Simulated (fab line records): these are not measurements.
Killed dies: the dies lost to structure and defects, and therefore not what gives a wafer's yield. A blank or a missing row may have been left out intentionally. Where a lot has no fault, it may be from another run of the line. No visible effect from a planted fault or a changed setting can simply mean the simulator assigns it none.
Chamber matching || flow n5Finfet || N5_BEOL_M13_TRENCH_ETCH_34 on rieDiel-01 has 4 sister chambers
The step etches SiOC in C4F8/O2/Ar, target depth 413.47 nm, time 162.6 s. 14 wafers are shown with their chamber, then 7 later ones without.

== WAFERS WITH THEIR CHAMBER ==
{"wafer": "L077.1", "chamber": 0, "throttleValvePct (%)": 24.19, "showerheadPlenumPTorr (Torr)": 3.53, "drypumpMotorCurrentA (A)": 5.1}
{"wafer": "L077.3", "chamber": 1, "throttleValvePct (%)": 23.70, "showerheadPlenumPTorr (Torr)": 3.34, "drypumpMotorCurrentA (A)": 5.6}
{"wafer": "L077.6", "chamber": 0, "throttleValvePct (%)": 24.18, "showerheadPlenumPTorr (Torr)": 3.53, "drypumpMotorCurrentA (A)": 5.2}
{"wafer": "L081.2", "chamber": 0, "throttleValvePct (%)": 24.19, "showerheadPlenumPTorr (Torr)": 3.53, "drypumpMotorCurrentA (A)": 5.1}
{"wafer": "L081.3", "chamber": 1, "throttleValvePct (%)": 23.71, "showerheadPlenumPTorr (Torr)": 3.33, "drypumpMotorCurrentA (A)": 5.6}
{"wafer": "L081.5", "chamber": 0, "throttleValvePct (%)": 24.20, "showerheadPlenumPTorr (Torr)": 3.53, "drypumpMotorCurrentA (A)": 5.1}
{"wafer": "L080.1", "chamber": 0, "throttleValvePct (%)": 24.20, "showerheadPlenumPTorr (Torr)": 3.53, "drypumpMotorCurrentA (A)": 5.1}
{"wafer": "L080.3", "chamber": 2, "throttleValvePct (%)": 24.41, "showerheadPlenumPTorr (Torr)": 3.42, "drypumpMotorCurrentA (A)": 5.4}
{"wafer": "L080.5", "chamber": 1, "throttleValvePct (%)": 23.71, "showerheadPlenumPTorr (Torr)": 3.33, "drypumpMotorCurrentA (A)": 5.7}
{"wafer": "L082.1", "chamber": 1, "throttleValvePct (%)": 23.72, "showerheadPlenumPTorr (Torr)": 3.33, "drypumpMotorCurrentA (A)": 5.7}
{"wafer": "L082.2", "chamber": 0, "throttleValvePct (%)": 24.19, "showerheadPlenumPTorr (Torr)": 3.53, "drypumpMotorCurrentA (A)": 5.1}
{"wafer": "L082.3", "chamber": 3, "throttleValvePct (%)": 23.72, "showerheadPlenumPTorr (Torr)": 3.34, "drypumpMotorCurrentA (A)": 6.4}
{"wafer": "L087.1", "chamber": 2, "throttleValvePct (%)": 24.43, "showerheadPlenumPTorr (Torr)": 3.41, "drypumpMotorCurrentA (A)": 5.4}
{"wafer": "L087.3", "chamber": 1, "throttleValvePct (%)": 23.74, "showerheadPlenumPTorr (Torr)": 3.33, "drypumpMotorCurrentA (A)": 5.7}

SIGNATURES (averages over the wafers above)
{"reading": "throttleValvePct", "chamber 0": 24.1917, "chamber 1": 23.7160, "chamber 2": 24.4200, "chamber 3": 23.7200, "scatter within a chamber": 0.0118}
{"reading": "showerheadPlenumPTorr", "chamber 0": 3.5300, "chamber 1": 3.3320, "chamber 2": 3.4150, "chamber 3": 3.3400, "scatter within a chamber": 0.00361}
{"reading": "drypumpMotorCurrentA", "chamber 0": 5.117, "chamber 1": 5.660, "chamber 2": 5.400, "chamber 3": 6.400, "scatter within a chamber": 0.0451}
Rule: distance of a wafer from a chamber = root of the sum over the readings of ((wafer's reading minus chamber's mean) / reading's scatter) squared. If the next closest chamber is less than 2 further off than the closest, the wafer can't be placed; otherwise it belongs to the closest. The scatter is the square root of a quotient: the sum, over the shown wafers, of each reading's squared deviation from its chamber's mean, divided by wafers minus chambers.

== WAFERS MISSING THEIR CHAMBER ==
{"wafer": "L087.6", "throttleValvePct (%)": 24.22, "showerheadPlenumPTorr (Torr)": 3.52, "drypumpMotorCurrentA (A)": 5.1}
{"wafer": "L088.1", "throttleValvePct (%)": 23.72, "showerheadPlenumPTorr (Torr)": 3.33, "drypumpMotorCurrentA (A)": 5.7}
{"wafer": "L088.3", "throttleValvePct (%)": 23.74, "showerheadPlenumPTorr (Torr)": 3.33, "drypumpMotorCurrentA (A)": 6.3}
{"wafer": "L088.5", "throttleValvePct (%)": 24.46, "showerheadPlenumPTorr (Torr)": 3.41, "drypumpMotorCurrentA (A)": 5.4}
{"wafer": "L092.2", "throttleValvePct (%)": 23.74, "showerheadPlenumPTorr (Torr)": 3.32, "drypumpMotorCurrentA (A)": 5.6}
{"wafer": "L092.5", "throttleValvePct (%)": 24.45, "showerheadPlenumPTorr (Torr)": 3.41, "drypumpMotorCurrentA (A)": 5.5}
{"wafer": "L092.6", "throttleValvePct (%)": 23.74, "showerheadPlenumPTorr (Torr)": 3.32, "drypumpMotorCurrentA (A)": 5.7}

== WHICH CHAMBER EACH WENT THROUGH ==
{"wafer": "L087.6", "from the rows above": 0, "in truth": 0}
{"wafer": "L088.1", "from the rows above": 1, "in truth": 1}
{"wafer": "L088.3", "from the rows above": 3, "in truth": 3}
{"wafer": "L088.5", "from the rows above": 2, "in truth": 2}
{"wafer": "L092.2", "from the rows above": 1, "in truth": 1}
{"wafer": "L092.5", "from the rows above": 2, "in truth": 2}
{"wafer": "L092.6", "from the rows above": 1, "in truth": 1}
Correct placement for 7 of the 7. Can't be placed from these rows: 0. Placed wrongly: 0.
